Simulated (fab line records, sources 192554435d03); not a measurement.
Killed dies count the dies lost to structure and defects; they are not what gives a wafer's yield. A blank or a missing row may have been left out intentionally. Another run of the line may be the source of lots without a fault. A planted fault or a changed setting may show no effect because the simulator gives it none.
Matching of chambers :: flow n5 finfet :: N5_BEOL_M6_ETCH_72 on rie diel-01 has 4 sister chambers
The step etches underlayer in N2/H2, target depth 6.5 nm, time 5.2 s. 14 wafers are shown with their chamber, then 7 later ones without.

WAFERS PAIRED WITH THEIR CHAMBERS
wafer: L076.1
chamber: 1
showerhead plenum p Torr (Torr): 2.59
drypump motor current A (A): 6.1
throttle valve pct (%): 17.66

wafer: L076.2
chamber: 2
showerhead plenum p Torr (Torr): 2.59
drypump motor current A (A): 5.6
throttle valve pct (%): 17.69

wafer: L076.5
chamber: 1
showerhead plenum p Torr (Torr): 2.59
drypump motor current A (A): 6.1
throttle valve pct (%): 17.65

wafer: L085.2
chamber: 2
showerhead plenum p Torr (Torr): 2.58
drypump motor current A (A): 5.5
throttle valve pct (%): 17.71

wafer: L085.4
chamber: 3
showerhead plenum p Torr (Torr): 2.71
drypump motor current A (A): 5.7
throttle valve pct (%): 18.10

wafer: L085.5
chamber: 1
showerhead plenum p Torr (Torr): 2.58
drypump motor current A (A): 6.1
throttle valve pct (%): 17.65

wafer: L086.1
chamber: 1
showerhead plenum p Torr (Torr): 2.58
drypump motor current A (A): 6.1
throttle valve pct (%): 17.68

wafer: L086.2
chamber: 0
showerhead plenum p Torr (Torr): 2.65
drypump motor current A (A): 5.1
throttle valve pct (%): 17.80

wafer: L086.6
chamber: 0
showerhead plenum p Torr (Torr): 2.65
drypump motor current A (A): 5.2
throttle valve pct (%): 17.80

wafer: L087.4
chamber: 3
showerhead plenum p Torr (Torr): 2.70
drypump motor current A (A): 5.7
throttle valve pct (%): 18.15

wafer: L087.5
chamber: 3
showerhead plenum p Torr (Torr): 2.70
drypump motor current A (A): 5.7
throttle valve pct (%): 18.14

wafer: L087.6
chamber: 2
showerhead plenum p Torr (Torr): 2.58
drypump motor current A (A): 5.6
throttle valve pct (%): 17.74

wafer: L091.2
chamber: 0
showerhead plenum p Torr (Torr): 2.65
drypump motor current A (A): 5.1
throttle valve pct (%): 17.80

wafer: L091.3
chamber: 2
showerhead plenum p Torr (Torr): 2.58
drypump motor current A (A): 5.5
throttle valve pct (%): 17.75

SIGNATURES, as means of the wafers listed above
reading: showerhead plenum p Torr
chamber 0: 2.6500
chamber 1: 2.5850
chamber 2: 2.5825
chamber 3: 2.7033
scatter within a chamber: 0.00492

reading: drypump motor current A
chamber 0: 5.133
chamber 1: 6.100
chamber 2: 5.550
chamber 3: 5.700
scatter within a chamber: 0.0408

reading: throttle valve pct
chamber 0: 17.8000
chamber 1: 17.6600
chamber 2: 17.7225
chamber 3: 18.1300
scatter within a chamber: 0.0207
Rule: distance of a wafer from a chamber = root of the sum over the readings of ((wafer's reading minus chamber's mean) / reading's scatter) squared. The wafer belongs to the nearest chamber; if the next one is less than 2 further off, it can't be placed. The scatter: take each reading less its chamber's mean, square it, sum over the shown wafers, divide by the number of wafers less the number of chambers, and take the root.

WAFERS WITH NO CHAMBER GIVEN
wafer: L091.4
showerhead plenum p Torr (Torr): 2.70
drypump motor current A (A): 5.7
throttle valve pct (%): 18.15

wafer: L093.3
showerhead plenum p Torr (Torr): 2.57
drypump motor current A (A): 6.1
throttle valve pct (%): 17.73

wafer: L093.5
showerhead plenum p Torr (Torr): 2.57
drypump motor current A (A): 5.6
throttle valve pct (%): 17.76

wafer: L093.6
showerhead plenum p Torr (Torr): 2.57
drypump motor current A (A): 6.1
throttle valve pct (%): 17.71

wafer: L097.1
showerhead plenum p Torr (Torr): 2.64
drypump motor current A (A): 5.2
throttle valve pct (%): 17.88

wafer: L097.3
showerhead plenum p Torr (Torr): 2.69
drypump motor current A (A): 5.7
throttle valve pct (%): 18.18

wafer: L097.6
showerhead plenum p Torr (Torr): 2.57
drypump motor current A (A): 6.1
throttle valve pct (%): 17.73

THE CHAMBER EACH PASSED THROUGH
wafer: L091.4
from the rows above: 3
in truth: 3

wafer: L093.3
from the rows above: 1
in truth: 1

wafer: L093.5
from the rows above: 2
in truth: 2

wafer: L093.6
from the rows above: 1
in truth: 1

wafer: L097.1
from the rows above: 0
in truth: 0

wafer: L097.3
from the rows above: 3
in truth: 3

wafer: L097.6
from the rows above: 1
in truth: 1
7 of 7 placed correctly. Number that these rows cannot place: 0. Number placed wrongly: 0.
